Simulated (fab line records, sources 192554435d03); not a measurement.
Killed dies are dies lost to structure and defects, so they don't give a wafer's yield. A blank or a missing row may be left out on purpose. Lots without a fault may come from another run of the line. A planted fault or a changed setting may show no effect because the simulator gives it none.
fab line records | flow n5_finfet
record lots=7 wafers=21
route steps=1938 shown WELL_APT@21 FIN_SAQP@96 FIN_CUT@154
start_h: hours from the record's first day to the start of the lot's first wafer shown | wait_h: hours since the lot's step before | " the same as in the row above | L1.1+2: a row that stands for several wafers | - no value, or no start given | * or withheld: withheld | < > ~ a bound
route shown NAME@n: a module of which the file shows steps, and the number in the route of the first | usual: mean/standard deviation of fault-free wafers | same: alike in all rows | chamber/n: place in a boat | sites: the reading at each site | _std_site: their standard deviation | _edge_site: outer sites' mean less inner sites' | radius_mm: how far each site lies from the wafer's centre | mask NAME#n: copy n | behind: the tool/chamber that last shaped the wafer | hold: why the lot was held/for how many hours/how that ended | device: the transistor (n, p or np) that didn't switch | end of line: the same wafers' tests at the end of the route | a step without rows: its recipe alone | killed: dies lost to structure and defects at the first sort, not the wafer's yield | map: a wafer's dies, x killed, . not, _ none there
set.NAME: the setting as run; set.NAME@STEP: as run at that earlier step | model.NAME: the simulator's own value behind a step, which no gauge read
lots whose settings were changed on purpose; a table a step, a row a wafer
## steps
# step N5_WELL_APT_COAT_02
# recipe spin_rpm=1357 resist_thk_nm=950
# columns lot.wafer tool chamber start_h wait_h set.spin_rpm model.coat_of_WELL_APT_COAT_02.thk_nm
L076.2 litho_track-01 0 - - 1357 949.4
L076.4 " 0 " " 1357 948.2
L076.6 " 0 " " 1357 951.6
L077.2 litho_track-02 0 - - 1357 946.2
L077.3 " 0 " " 1357 946.8
L077.5 " 0 " " 1357 944.6
L078.1 litho_track-01 0 - - 1357 946.4
L078.3 " 0 " " 1357 947.3
L078.5 " 0 " " 1232 995.8
L079.3 litho_track-01 0 - - 1357 948.7
L079.4 " 0 " " 1357 951.8
L079.6 " 0 " " 1357 953.6
L083.2 litho_track-03 0 - - 1357 955.9
L083.3 " 0 " " 1357 954.2
L083.6 " 0 " " 1450 923.7
L093.2 litho_track-03 0 - - 1357 949.3
L093.4 " 0 " " 1225 996.3
L093.6 " 0 " " 1357 948.6
L096.2 litho_track-01 0 - - 1508 898.8
L096.3 " 0 " " 1508 897.9
L096.6 " 0 " " 1357 949.7
# step N5_FIN_SAQP_HM_DEP_03
# recipe material=SiNx target_thk_a=380 temp_c=400 precursor=SiH4/NH3/N2 pressure_torr=1.5 rf_w=300 time_s=33.6
# columns lot.wafer tool chamber start_h wait_h set.time_s model.SiNx_of_FIN_SAQP_HM_DEP_03.thk_nm
L076.2 pecvd-04 1 34.20 0.2 36.39 40.91
L076.4 " 1 " " 36.39 41.71
L076.6 " 1 " " 33.6 38.24
L077.2 pecvd-04 1 39.26 0.2 36.13 41.15
L077.3 " 1 " " 36.13 41.66
L077.5 " 1 " " 36.13 41.87
L078.1 pecvd-03 0 45.02 0.2 35.91 40.19
L078.3 " 0 " " 33.6 37.38
L078.5 " 2 " " 35.91 40.32
L079.3 pecvd-03 2 51.33 0.2 33.6 37.87
L079.4 " 0 " " 33.6 37.79
L079.6 " 0 " " 33.6 37.53
L083.2 pecvd-04 1 75.80 0.2 30.78 34.47
L083.3 " 0 " " 30.78 34.66
L083.6 " 2 " " 30.78 34.8
L093.2 pecvd-02 2 135.19 0.2 33.6 37.86
L093.4 " 0 " " 37.47 42.93
L093.6 " 1 " " 33.6 37.88
L096.2 pecvd-03 2 153.04 0.2 33.6 37.24
L096.3 " 1 " " 38.5 42.46
L096.6 " 0 " " 33.6 37.79
# step N5_FIN_SAQP_THK_MEAS_05
# usual thk_nm=37.9/0.6
# columns lot.wafer tool chamber start_h wait_h set.time_s@FIN_SAQP_HM_DEP_03 thk_nm
L076.2 film_metro-01 - 34.32 0.1 36.39 40.9
L076.4 " - " " 36.39 41.8
L076.6 " - " " 33.6 38.2
L077.2 film_metro-02 - 39.38 0.1 36.13 41.1
L077.3 " - " " 36.13 41.7
L077.5 " - " " 36.13 41.9
L078.1 film_metro-02 - 45.13 0.1 35.91 40.2
L078.3 " - " " 33.6 37.3
L078.5 " - " " 35.91 40.3
L079.3 film_metro-01 - 51.42 0.1 33.6 37.9
L079.4 " - " " 33.6 37.8
L079.6 " - " " 33.6 37.5
L083.2 film_metro-01 - 75.89 0.1 30.78 34.5
L083.3 " - " " 30.78 34.6
L083.6 " - " " 30.78 34.8
L093.2 film_metro-02 - 135.28 0.1 33.6 37.8
L093.4 " - " " 37.47 42.9
L093.6 " - " " 33.6 37.9
L096.2 film_metro-02 - 153.13 0.1 33.6 37.2
L096.3 " - " " 38.5 42.5
L096.6 " - " " 33.6 37.8
# step N5_FIN_SAQP_PECVD_06
# recipe material=a-Si target_thk_a=600 temp_c=400 precursor=SiH4/He pressure_torr=3 rf_w=100 time_s=48.1
# columns lot.wafer tool chamber start_h wait_h set.time_s model.a-Si_of_FIN_SAQP_PECVD_06.thk_nm
L076.2 pecvd-03 0 34.44 0.0 48.1 58.92
L076.4 " 2 " " 48.1 60.92
L076.6 " 0 " " 48.1 59.99
L077.2 pecvd-03 2 39.49 0.0 48.1 59.92
L077.3 " 0 " " 48.1 59.49
L077.5 " 2 " " 48.1 61.19
L078.1 pecvd-03 0 45.29 0.0 48.1 60.29
L078.3 " 0 " " 48.1 60.45
L078.5 " 2 " " 48.1 61.19
L079.3 pecvd-02 1 51.54 0.0 48.1 60.44
L079.4 " 2 " " 48.1 61
L079.6 " 0 " " 48.1 60.66
L083.2 pecvd-02 0 76.01 0.0 48.1 59.03
L083.3 " 1 " " 48.1 60.18
L083.6 " 0 " " 52.37 65.52
L093.2 pecvd-04 1 135.40 0.0 48.1 59.34
L093.4 " 1 " " 48.1 59.62
L093.6 " 2 " " 51.32 64.37
L096.2 pecvd-04 1 153.25 0.0 48.1 58.97
L096.3 " 2 " " 48.1 59.97
L096.6 " 1 " " 48.1 60.1
# step N5_FIN_SAQP_THK_MEAS_07
# usual thk_nm=60.2/0.78
# columns lot.wafer tool chamber start_h wait_h set.time_s@FIN_SAQP_PECVD_06 thk_nm
L076.2 film_metro-01 - 34.53 0.1 48.1 58.9
L076.4 " - " " 48.1 60.9
L076.6 " - " " 48.1 60.0
L077.2 film_metro-02 - 39.58 0.1 48.1 59.9
L077.3 " - " " 48.1 59.5
L077.5 " - " " 48.1 61.2
L078.1 film_metro-01 - 45.41 0.1 48.1 60.3
L078.3 " - " " 48.1 60.4
L078.5 " - " " 48.1 61.2
L079.3 film_metro-02 - 51.63 0.1 48.1 60.4
L079.4 " - " " 48.1 61.0
L079.6 " - " " 48.1 60.6
L083.2 film_metro-02 - 76.10 0.1 48.1 59.0
L083.3 " - " " 48.1 60.2
L083.6 " - " " 52.37 65.5
L093.2 film_metro-01 - 135.49 0.1 48.1 59.3
L093.4 " - " " 48.1 59.6
L093.6 " - " " 51.32 64.4
L096.2 film_metro-01 - 153.34 0.1 48.1 59.0
L096.3 " - " " 48.1 60.0
L096.6 " - " " 48.1 60.1
# step N5_FIN_SAQP_HM_DEP_72
# recipe material=SiO2 target_thk_a=120 temp_c=400 precursor=SiH4/N2O pressure_torr=0.75 rf_w=275 time_s=7.2
# step N5_FIN_SAQP_COAT_49
# recipe resist=SOC temp_c=250 time_s=60 spin_rpm=1500 resist_thk_nm=100
# step N5_FIN_SAQP_HM_OPEN_73
# recipe chemistry=CHF3/O2 target=SiO2 stop_on=a-Si target_depth_a=120 over_etch_frac=1.8 mask_material=SOC time_s=16.8 pressure_mtorr=30 source_w=650 bias_w=170 Ar_flow_sccm=200 CHF3_flow_sccm=50 O2_flow_sccm=5 ion_energy_ev=200 ends=end_point
# step N5_FIN_SAQP_STRIP_74
# recipe chemistry=CHF3/O2 resist=SiARC rf_frequency_hz=6e+07
# step N5_FIN_SAQP_MANDREL_ETCH_22
# recipe target_depth_a=600 chemistry=HBr/Cl2 target=a-Si stop_on=SiNx bt_time_s=10 over_etch_frac=0.5 time_s=30 pressure_mtorr=10 icp_w=800 bias_w=75 HBr_flow_sccm=150 Cl2_flow_sccm=80 ends=end_point
# columns lot.wafer tool chamber start_h wait_h set.time_s@FIN_SAQP_PECVD_06 model.etch.depth_nm
L076.2 rie_si-05 3 35.27 0.0 48.1 58.88
L076.4 " 2 " " 48.1 60.91
L076.6 " 0 " " 48.1 59.94
L077.2 rie_si-05 2 40.45 0.0 48.1 59.9
L077.3 " 3 " " 48.1 59.49
L077.5 " 1 " " 48.1 61.19
L078.1 rie_si-05 3 46.17 0.0 48.1 60.27
L078.3 " 0 " " 48.1 60.45
L078.5 " 1 " " 48.1 61.19
L079.3 rie_si-05 2 52.49 0.0 48.1 60.44
L079.4 " 0 " " 48.1 60.97
L079.6 " 1 " " 48.1 60.66
L083.2 rie_si-05 3 76.97 0.0 48.1 59.03
L083.3 " 0 " " 48.1 60.17
L083.6 " 0 " " 52.37 65.52
L093.2 rie_si-05 3 136.38 0.0 48.1 59.33
L093.4 " 0 " " 48.1 59.62
L093.6 " 2 " " 51.32 64.34
L096.2 rie_si-05 3 154.59 0.0 48.1 58.97
L096.3 " 2 " " 48.1 59.93
L096.6 " 0 " " 48.1 60.05
# step N5_FIN_SAQP_STRIP_55
# recipe chemistry=N2/H2 power_w=500 temp_c=40 pressure_mtorr=50 rf_frequency_hz=6e+07 overash_fraction=0.3 bias_power_w=28 h2_frac=0.5 n2_flow_sccm=300 h2_flow_sccm=300
# step N5_FIN_SAQP_STRIP_23
# recipe chemistry=SPM time_s=750 temp_c=130 h2so4_h2o2_vol_ratio=4
# step N5_FIN_SAQP_SRD_66
# recipe dry=ipa_marangoni time_s=30 temp_c=23 rinse_liquid=diw
# step N5_FIN_SAQP_RECESS_75
# recipe chemistry=HF/NH3 target=SiO2 target_depth_a=144 afs_cycles=3 temp_c=30 sublimation_temp_c=180 sublimation_time_s=60
# step N5_FIN_SAQP_SPACER1_ALD_24
# recipe material=SiO2 target_thk_a=203 temp_c=300 ald_precursor_family=BDEAS ald_co_reactant=O2-plasma pulse_time_s=1 purge_time_s=2 co_reactant_purge_time_s=2 ald_cycles=218 pressure_torr=2
# columns lot.wafer tool chamber start_h wait_h set.time_s@FIN_SAQP_PECVD_06 model.a-Si_of_FIN_SAQP_PECVD_06.thk_nm
L076.2 ald_sin-01 2 36.07 0.3 48.1 58.6
L076.4 " 3 " " 48.1 60.8
L076.6 " 3 " " 48.1 59.8
L077.2 ald_sin-01 2 41.25 0.3 48.1 59.8
L077.3 " 0 " " 48.1 59.4
L077.5 " 3 " " 48.1 61
L078.1 ald_sin-02 3 47.25 0.5 48.1 60
L078.3 " 2 " " 48.1 60.2
L078.5 " 1 " " 48.1 61
L079.3 ald_sin-04 2 53.30 0.1 48.1 60.2
L079.4 " 3 " " 48.1 60.8
L079.6 " 2 " " 48.1 60.4
L083.2 ald_sin-02 3 78.05 0.3 48.1 58.8
L083.3 " 1 " " 48.1 60
L083.6 " 2 " " 52.37 65.4
L093.2 ald_sin-02 0 137.81 0.9 48.1 59.2
L093.4 " 3 " " 48.1 59.4
L093.6 " 3 " " 51.32 64.2
L096.2 ald_sin-04 3 155.44 0.3 48.1 58.8
L096.3+6 " 1 " " 48.1 59.8
# step N5_FIN_SAQP_SPACER1_ETCHBACK_25
# recipe chemistry=CHF3/O2 mode=anisotropic_etchback target=SiO2 target_depth_a=244 time_s=12.2 pressure_mtorr=30 source_w=650 bias_w=170 Ar_flow_sccm=200 CHF3_flow_sccm=50 O2_flow_sccm=5 ion_energy_ev=200
# step N5_FIN_SAQP_MANDREL1_REMOVE_56
# recipe chemistry=HBr/Cl2/O2 bt_time_s=10 target=a-Si stop_on=SiNx endpoint=OES-SiCl over_etch_frac=1 icp_w=600 bias_w=22 HBr_flow_sccm=150 Cl2_flow_sccm=80 O2_flow_sccm=5 pressure_mtorr=10
# step N5_FIN_SAQP_MANDREL2_REMOVE_60
# recipe chemistry=HBr/Cl2/O2 bt_time_s=10 target=a-Si stop_on=SiNx endpoint=OES-SiCl over_etch_frac=1 icp_w=600 bias_w=22 HBr_flow_sccm=150 Cl2_flow_sccm=80 O2_flow_sccm=5 pressure_mtorr=10
# step N5_FIN_SAQP_HM_OPEN_33
# recipe chemistry=CH3F/O2 target=SiNx mask_material=SiO2 target_depth_a=494 time_s=70.6 pressure_mtorr=30 source_w=395 bias_w=73 Ar_flow_sccm=150 CH3F_flow_sccm=30 O2_flow_sccm=20 ion_energy_ev=120 ends=cleared
# usual etch_rf_on_time_s=69.2/1.5
# columns lot.wafer tool chamber start_h wait_h set.time_s@FIN_SAQP_HM_DEP_03 etch_rf_on_time_s model.etch.depth_nm
L076.2 rie_diel-01 0 38.84 0.0 36.39 77.4 40.29
L076.4 " 3 " " 36.39 76.1 41.08
L076.6 " 0 " " 33.6 71.9 37.62
L077.2 rie_diel-01 3 43.95 0.0 36.13 73.9 40.53
L077.3 " 2 " " 36.13 76.3 40.91
L077.5 " 2 " " 36.13 77.2 41.24
L078.1 rie_diel-06 1 49.76 0.0 35.91 74.1 39.56
L078.3 " 3 " " 33.6 67.4 36.75
L078.5 " 2 " " 35.91 72.9 39.69
L079.3 rie_diel-05 0 56.10 0.0 33.6 68.1 37.24
L079.4 " 3 " " 33.6 68.8 37.16
L079.6 " 1 " " 33.6 67.1 36.77
L083.2 rie_diel-01 0 80.68 0.0 30.78 63.6 33.85
L083.3 " 3 " " 30.78 62.0 33.96
L083.6 " 1 " " 30.78 63.9 34.17
L093.2 rie_diel-01 0 140.38 0.1 33.6 70.0 37.23
L093.4 " 0 " " 37.47 78.5 42.17
L093.6 " 3 " " 33.6 67.4 37.25
L096.2 rie_diel-01 2 158.03 0.0 33.6 68.8 36.61
L096.3 " 1 " " 38.5 77.4 41.84
L096.6 " 1 " " 33.6 68.3 37.16
# step N5_FIN_SAQP_ETCH_34
# recipe chemistry=C4F6/O2 target=SiO2 target_depth_a=450 time_s=15 ion_energy_ev=250 pressure_mtorr=30 source_w=345 bias_w=185 Ar_flow_sccm=300 C4F6_flow_sccm=10 O2_flow_sccm=10 ends=cleared
# step N5_FIN_SAQP_STRIP_77
# recipe chemistry=N2/H2 time_s=90 power_w=100 temp_c=40 pressure_mtorr=100 rf_frequency_hz=6e+07 bias_power_w=3 n2_flow_sccm=300 h2_flow_sccm=300
# step N5_FIN_SAQP_ETCH_64
# recipe chemistry=CF4 target=SiO2 target_depth_a=15 ion_energy_ev=350 pressure_mtorr=10 icp_w=800 bias_w=400 cf4_flow_sccm=80
# step N5_FIN_SAQP_FIN_ETCH_36
# recipe chemistry=HBr/Cl2/O2 target_depth_a=1200 mask_material=SiNx time_s=50.4 bias_w=102 pressure_mtorr=10 icp_w=800 HBr_flow_sccm=150 Cl2_flow_sccm=80 O2_flow_sccm=12
# columns lot.wafer tool chamber start_h wait_h set.time_s@FIN_SAQP_HM_DEP_03 model.SiNx_of_FIN_SAQP_HM_DEP_03.thk_nm
L076.2 rie_si-03 1 39.13 0.0 36.39 24
L076.4 " 0 " " 36.39 24.8
L076.6 " 0 " " 33.6 21.4
L077.2+3 rie_si-03 0,2 44.23 0.0 36.13 24.6
L077.5 " 1 " " 36.13 25
L078.1+5 rie_si-02 3 50.04 0.0 35.91 23.2
L078.3 " 1 " " 33.6 20.2
L079.3 rie_si-03 0 56.38 0.0 33.6 21.2
L079.4 " 2 " " 33.6 20.8
L079.6 " 2 " " 33.6 20.4
L083.2+3 rie_si-02 2,3 80.97 0.0 30.78 17.8
L083.6 " 3 " " 30.78 18
L093.2 rie_si-03 0 140.66 0.0 33.6 21.2
L093.4 " 1 " " 37.47 26
L093.6 " 3 " " 33.6 21.4
L096.2 rie_si-03 0 158.31 0.0 33.6 20.6
L096.3 " 2 " " 38.5 25.4
L096.6 " 0 " " 33.6 21.2
# step N5_FIN_CUT_COAT_18
# recipe resist=SOC temp_c=250 time_s=60 spin_rpm=1500 resist_thk_nm=230
# columns lot.wafer tool chamber start_h wait_h set.spin_rpm model.SOC_of_FIN_CUT_COAT_18.thk_nm
L076.2 litho_track-01 0 39.41 0.0 1500 229.8
L076.4 " 0 " " 1500 229.4
L076.6 " 0 " " 1357 241.6
L077.2 litho_track-02 0 44.52 0.0 1617 221.6
L077.3 " 0 " " 1500 230.2
L077.5 " 0 " " 1500 230.8
L078.1 litho_track-04 0 50.33 0.0 1569 224.6
L078.3 " 0 " " 1569 225.2
L078.5 " 0 " " 1500 229
L079.3 litho_track-01 0 56.67 0.0 1500 230.8
L079.4+6 " 0 " " 1500 230
L083.2 litho_track-04 0 81.25 0.0 1595 223.2
L083.3 " 0 " " 1500 230.4
L083.6 " 0 " " 1595 223.6
L093.2+6 litho_track-04 0 140.94 0.0 1500 230.6
L093.4 " 0 " " 1428 236
L096.2 litho_track-04 0 158.60 0.0 1500 229.4
L096.3 " 0 " " 1500 229.2
L096.6 " 0 " " 1500 230
## key
split step=N5_WELL_APT_COAT_02 setting=spin_rpm stated=1357 by=wafer
response step=N5_WELL_APT_COAT_02 reading=model.coat_of_WELL_APT_COAT_02.thk_nm change=-4.85 per=1% r=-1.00
split step=N5_FIN_SAQP_HM_DEP_03 setting=time_s stated=33.6 by=wafer
response step=N5_FIN_SAQP_HM_DEP_03 reading=model.SiNx_of_FIN_SAQP_HM_DEP_03.thk_nm change=+0.381 per=1% r=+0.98
response step=N5_FIN_SAQP_THK_MEAS_05 reading=thk_nm change=* per=1% r=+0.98
response step=N5_FIN_SAQP_HM_OPEN_33 reading=etch_rf_on_time_s change=* per=1% r=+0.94
response step=N5_FIN_SAQP_HM_OPEN_33 reading=model.etch.depth_nm change=+0.378 per=1% r=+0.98
response step=N5_FIN_SAQP_FIN_ETCH_36 reading=model.SiNx_of_FIN_SAQP_HM_DEP_03.thk_nm change=+0.358 per=1% r=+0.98
split step=N5_FIN_SAQP_PECVD_06 setting=time_s stated=48.1 by=wafer
response step=N5_FIN_SAQP_PECVD_06 reading=model.a-Si_of_FIN_SAQP_PECVD_06.thk_nm change=+0.69 per=1% r=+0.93
response step=N5_FIN_SAQP_THK_MEAS_07 reading=thk_nm change=* per=1% r=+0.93
response step=N5_FIN_SAQP_MANDREL_ETCH_22 reading=model.etch.depth_nm change=+0.689 per=1% r=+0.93
response step=N5_FIN_SAQP_SPACER1_ALD_24 reading=model.a-Si_of_FIN_SAQP_PECVD_06.thk_nm change=+0.696 per=1% r=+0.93
split step=N5_FIN_CUT_COAT_18 setting=spin_rpm stated=1500 by=wafer
response step=N5_FIN_CUT_COAT_18 reading=model.SOC_of_FIN_CUT_COAT_18.thk_nm change=-1.16 per=1% r=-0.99
